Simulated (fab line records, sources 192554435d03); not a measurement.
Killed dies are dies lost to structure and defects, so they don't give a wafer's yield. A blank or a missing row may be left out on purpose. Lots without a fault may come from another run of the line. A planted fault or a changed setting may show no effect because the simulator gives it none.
Chamber matching | flow n5_finfet | N5_BEOL_M1_DEP_57 on pecvd-04: 3 sister chambers
The step deposits SiCN from 3MS/NH3, target thk 8 nm, time 14 s. 14 wafers are shown with their chamber, then 7 later ones without.

WAFERS WITH THEIR CHAMBER
wafer  | chamber | throttle_valve_pct (%) | showerhead_plenum_p_Torr (Torr) | chamber_pressure_Torr (Torr)
L076.3 | 0       | 9.2                    | 3.691                           | 3.002
L076.4 | 2       | 8.6                    | 3.665                           | 3.002
L076.6 | 1       | 8.4                    | 3.670                           | 2.997
L078.2 | 0       | 9.0                    | 3.687                           | 2.986
L078.4 | 2       | 8.6                    | 3.664                           | 3.000
L078.6 | 0       | 9.0                    | 3.692                           | 2.994
L086.1 | 2       | 8.6                    | 3.658                           | 3.002
L086.3 | 0       | 9.2                    | 3.691                           | 2.998
L086.5 | 2       | 8.9                    | 3.661                           | 3.009
L089.4 | 2       | 8.9                    | 3.673                           | 2.994
L089.5 | 1       | 8.5                    | 3.676                           | 3.006
L089.6 | 0       | 9.1                    | 3.685                           | 3.007
L093.2 | 0       | 9.1                    | 3.681                           | 3.004
L093.5 | 0       | 9.3                    | 3.701                           | 2.998

SIGNATURES (means of the wafers above)
reading                  | chamber 0 | chamber 1 | chamber 2 | scatter within a chamber
throttle_valve_pct       | 9.129     | 8.450     | 8.720     | 0.13
showerhead_plenum_p_Torr | 3.68971   | 3.67300   | 3.66420   | 0.00593
chamber_pressure_Torr    | 2.99843   | 3.00150   | 3.00140   | 0.00638
Rule: a wafer's distance from a chamber is the root of the sum, over the readings, of the square of ((its reading less the chamber's mean) divided by the reading's scatter). The wafer belongs to the nearest chamber; if the next one is less than 2 further off, it can't be placed. The scatter: the root of (the sum of the squares of (reading less its chamber's mean) over the shown wafers, divided by (wafers less chambers)).

WAFERS WITHOUT THEIR CHAMBER
wafer  | throttle_valve_pct (%) | showerhead_plenum_p_Torr (Torr) | chamber_pressure_Torr (Torr)
L093.6 | 8.8                    | 3.664                           | 2.995
L095.1 | 9.4                    | 3.679                           | 3.004
L095.3 | 8.5                    | 3.669                           | 2.991
L095.4 | 9.3                    | 3.692                           | 3.022
L097.1 | 8.6                    | 3.668                           | 2.995
L097.5 | 9.4                    | 3.688                           | 2.998
L097.6 | 8.6                    | 3.676                           | 2.999

WHICH CHAMBER EACH WENT THROUGH
wafer  | from the rows above     | in truth
L093.6 | 2                       | 2
L095.1 | 0                       | 0
L095.3 | can't be placed: 1 or 2 | 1
L095.4 | 0                       | 0
L097.1 | can't be placed: 2 or 1 | 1
L097.5 | 0                       | 0
L097.6 | can't be placed: 1 or 2 | 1
Placed correctly: 4 of 7. Can't be placed from these rows: 3 (the true chamber is among the candidates in 3). Placed wrongly: 0.
